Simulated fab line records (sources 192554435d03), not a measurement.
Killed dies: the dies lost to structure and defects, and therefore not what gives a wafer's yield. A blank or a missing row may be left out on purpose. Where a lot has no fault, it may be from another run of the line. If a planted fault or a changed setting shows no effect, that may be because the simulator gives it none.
8D (eight disciplines) problem report, filled in by code || flow n5-finfet || the parts of the form that need people (team, actions taken, sign-off) are left out

== 1. THE ISSUE ==
exposure-dose-mJ-cm2 at N5_BEOL_M10_EXPOSE_08 reads a mean of 52.55 on 6 wafers of 2 lots; wafers without a fault read 53.71 with a standard deviation of 0.052. That puts it -22 standard deviations away from the usual mean.
The step: exposes mask M10.
First seen on wafer L818.1, day 11 08:35, on arfi-scanner-01. The record has a number at this step for 12 wafers belonging to 4 lots. By rule, "out" or "out of limits" means more than 4 standard deviations away from the usual mean. The rest of the wafers with a number are treated as sound.

== 2. WHAT THIS IS AND IS NOT ==
{"question": "which readings at this step", "is": "exposure-dose-mJ-cm2", "is not": "-"}
{"question": "which lots", "is": "L818, L819", "is not": "L829, L831"}
{"question": "which wafers of those lots", "is": "all that have a number", "is not": "-"}
{"question": "read on which tools", "is": "arfi-scanner-01", "is not": "arfi-scanner-03"}
{"question": "when", "is": "from day 11 08:35", "is not": "up to then (0 sound wafers); but 6 sound wafers of L829, L831 came after"}

== 3. WHAT RULES OUT EACH SUSPECT ==
Counting: a tool at any process step up to the reading remains a suspect when it ran all the lots that are out and ran no sound lot after the first of those.
- arfi-scanner-01 at N5_BEOL_M10_EXPOSE_08 (exposes mask M10): kept. It ran every lot that is out, first L818 (day 11 08:35), and no sound lot after that. Out on those wafers are its own readings of exposure-dose-mJ-cm2.
After counting, what remains is arfi-scanner-01 at N5_BEOL_M10_EXPOSE_08.

== 4. THE CAUSE (what the simulator had put in) ==
Process parameters drifting: arfi-scanner-01 at N5_BEOL_M10_EXPOSE_08, beginning at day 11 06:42. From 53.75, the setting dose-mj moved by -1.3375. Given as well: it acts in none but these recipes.
The count eliminated every tool but this one.

== 5. THE EFFECT CHAIN, in route order ==
Each row: a reading whose mean over the struck wafers that have a number lies more than 3 standard deviations from the usual. Only readings for which the record gives a usual standard deviation are gone through. hours: the time from each lot's start at the first step in this table that gives one to its start at this step, as a median over the lots. sigmas: the change in usual standard deviations.
{"hours": 0, "step": "N5_BEOL_M10_EXPOSE_08", "reading": "exposure-dose-mJ-cm2", "usual": 53.71, "on struck wafers": 52.55, "change": -1.16, "sigmas": -22}
Its process steps:
- N5_BEOL_M10_EXPOSE_08: exposes mask M10.

== 6. HOW IT WOULD HAVE BEEN CAUGHT EARLIER ==
In this record the first reading out of limits was taken at day 11 08:35, 2 hours after the fault began at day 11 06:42.
